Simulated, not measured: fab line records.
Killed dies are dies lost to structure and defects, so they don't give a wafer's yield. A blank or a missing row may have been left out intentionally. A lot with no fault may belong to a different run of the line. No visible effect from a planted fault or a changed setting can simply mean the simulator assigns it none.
Code-filled problem report in 8D (eight disciplines) form / flow n5-finfet / the parts of the form that need people (team, actions taken, sign-off) are left out

1. THE PROBLEM
exposure-dose-mJ-cm2 at N5_BEOL_M0_SAQP_EXPOSE_11 reads a mean of 53.95 on 6 wafers of 2 lots; wafers without a fault read 55.05 with a standard deviation of 0.2. That puts it -5.5 standard deviations away from the usual mean.
The step: exposes mask M0 CORE, target cd 42 nm.
First seen on wafer L702.1, day 8 11:25, on arfi-scanner-03. At this step, 28 wafers from 10 lots have a number in the record. By rule, "out" or "out of limits" means more than 4 standard deviations away from the usual mean. Any other wafer with a number is counted as sound.

2. WHAT THIS IS AND IS NOT
question=which readings at this step | is=exposure-dose-mJ-cm2 | is not=reticle-temp-C, stage-vel-mm-s
question=which lots | is=L702, L703 | is not=L691, L693, L695, L698, L704, L707, L710, L713
question=which wafers of those lots | is=all that have a number | is not=-
question=read on which tools | is=arfi-scanner-03 | is not=arfi-scanner-01, arfi-scanner-02
question=when | is=from day 8 11:25 | is not=up to then (11 sound wafers); but 11 sound wafers of L704, L707, L710, L713 came after

3. WHAT RULES OUT EACH SUSPECT
Counting: a tool stays on the suspect list if, at a process step up to the reading, it processed all lots that are out and no sound lot following the first of them.
- arfi-scanner-03 at N5_BEOL_M0_SAQP_EXPOSE_11 (exposes mask M0 CORE, target cd 42 nm): kept. It processed each lot that is out, first L702 at day 8 11:25, and no sound lot thereafter; up to then, the last sound lot it processed was L698 at day 7 11:43. Its own exposure-dose-mJ-cm2 readings are out on those wafers.
The count leaves arfi-scanner-03 at N5_BEOL_M0_SAQP_EXPOSE_11.

4. THE CAUSE (what the simulator had put in)
Drift in process parameters on arfi-scanner-03 at N5_BEOL_M0_SAQP_EXPOSE_11, starting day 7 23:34. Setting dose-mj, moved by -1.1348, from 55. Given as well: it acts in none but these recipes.
This tool alone remained once counting was done.

5. SEQUENCE OF EFFECTS, ordered by route
Each row: a reading where the mean over the struck wafers with a number is more than 3 standard deviations away from the usual. Scope: only readings with a usual standard deviation given in the record; hours: median across lots of the time from each lot's start at the first step in this table that gives one to its start at this step; sigmas: change in usual standard deviations.
hours=0; step=N5_BEOL_M0_SAQP_EXPOSE_11; reading=exposure-dose-mJ-cm2; usual=55.05; on struck wafers=53.95; change=-1.09; sigmas=-5.5
It contains these process steps:
- N5_BEOL_M0_SAQP_EXPOSE_11: exposes mask M0 CORE, target cd 42 nm.
Later measuring or inspecting steps at which every struck wafer that the step has a row for has a number for every such reading, and none has moved that far: N5_BEOL_M4_RC_MEAS_101.

6. WHAT WOULD HAVE CAUGHT IT SOONER
12 hours passed between the start of the fault at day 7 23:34 and the first reading out of limits in this record, taken at day 8 11:25.
